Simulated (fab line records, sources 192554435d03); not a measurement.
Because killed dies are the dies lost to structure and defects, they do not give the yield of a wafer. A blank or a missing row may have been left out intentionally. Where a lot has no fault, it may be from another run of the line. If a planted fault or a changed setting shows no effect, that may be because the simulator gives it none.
The same fault as seen by 3 desks | flow n5-finfet | each desk has only its own numbers; what lay behind them comes last

## THE DEFECT DESK
Per lot, the means of the sampled wafers with a number show what the inspections along the route counted. If a lot's mean is further than 4 standard deviations from the usual mean, the lot is out of limits and carries the mark OUT (the distance appears in the brackets).
Columns: A = raw-defect-count at N5_BEOL_M7_INSPECT_30, usual 467
lot  | first seen here | A
L992 | day 12 07:17    | 437
L997 | day 13 04:13    | 474
L998 | day 13 20:29    | 493
L101 | day 14 07:19    | 401
L103 | day 14 15:27    | 551
L104 | day 14 19:44    | 483
This desk's verdict: no lot among the 6 shows anything out of limits.

## AT THE METROLOGY DESK
What the gauges read, lot by lot, whatever tool the lot ran on: means of the sampled wafers that have a number. If a lot's mean is further than 4 standard deviations from the usual mean, the lot is out of limits and carries the mark OUT (the distance appears in the brackets).
Columns: A = cd-nm at N5_BEOL_M7_CD_MEAS_28, usual 40.04 nm; B = V6_OVL at N5_BEOL_M7_OVL_MEAS_29, usual 0.3 nm
lot  | first seen here | A     | B
L992 | day 12 07:12    | 40.14 | 0.4
L997 | day 13 04:07    | 40.00 | 0.1
L998 | day 13 20:24    | 39.92 | 0.7
L101 | day 14 07:14    | 40.39 | 0.2
L103 | day 14 15:22    | 40.15 | -0.2
L104 | day 14 19:38    | 40.10 | 1.1
This desk's verdict: no lot among the 6 shows anything out of limits.

## AT THE TOOL OWNER'S DESK: rie-diel-02
The tool's own readings at N5_BEOL_M7_VIA_ETCH_34 (etches SiCOH lowk in C4F6/O2, target depth 125.5 nm, time 50.5 s): means of the sampled wafers that have a number, for each lot that ran on this tool. If a lot's mean is further than 4 standard deviations from the usual mean, the lot is out of limits and carries the mark OUT (the distance appears in the brackets).
Columns: A = drypump-motor-current-A at N5_BEOL_M7_VIA_ETCH_34, usual 5.80 A; B = oes_ar_750_au at N5_BEOL_M7_VIA_ETCH_34, usual 0.77 a.u.; C = oes-product-au at N5_BEOL_M7_VIA_ETCH_34, usual 0.77 a.u.; D = rf-vpp-V at N5_BEOL_M7_VIA_ETCH_34, usual 667 V; E = showerhead-plenum-p-Torr at N5_BEOL_M7_VIA_ETCH_34, usual 2.83 Torr; F = throttle-valve-pct at N5_BEOL_M7_VIA_ETCH_34, usual 20.98 %
lot  | first seen here | A    | B    | C    | D   | E    | F
L992 | day 12 07:30    | 5.85 | 0.80 | 0.79 | 666 | 2.85 | 21.05
L997 | day 13 04:25    | 5.69 | 0.71 | 0.70 | 665 | 2.77 | 21.10
L101 | day 14 07:32    | 5.67 | 0.79 | 0.92 | 663 | 2.82 | 20.96
L103 | day 14 15:41    | 5.66 | 0.79 | 0.85 | 662 | 2.81 | 20.94
This desk's verdict: no lot among the 4 shows anything out of limits.

## PUT TOGETHER
The defect desk saw nothing out of limits.
Metrology desk: nothing out of limits seen.
The desk of the tool owner found nothing out of limits.

## WHAT HAD BEEN PUT IN BY THE SIMULATOR
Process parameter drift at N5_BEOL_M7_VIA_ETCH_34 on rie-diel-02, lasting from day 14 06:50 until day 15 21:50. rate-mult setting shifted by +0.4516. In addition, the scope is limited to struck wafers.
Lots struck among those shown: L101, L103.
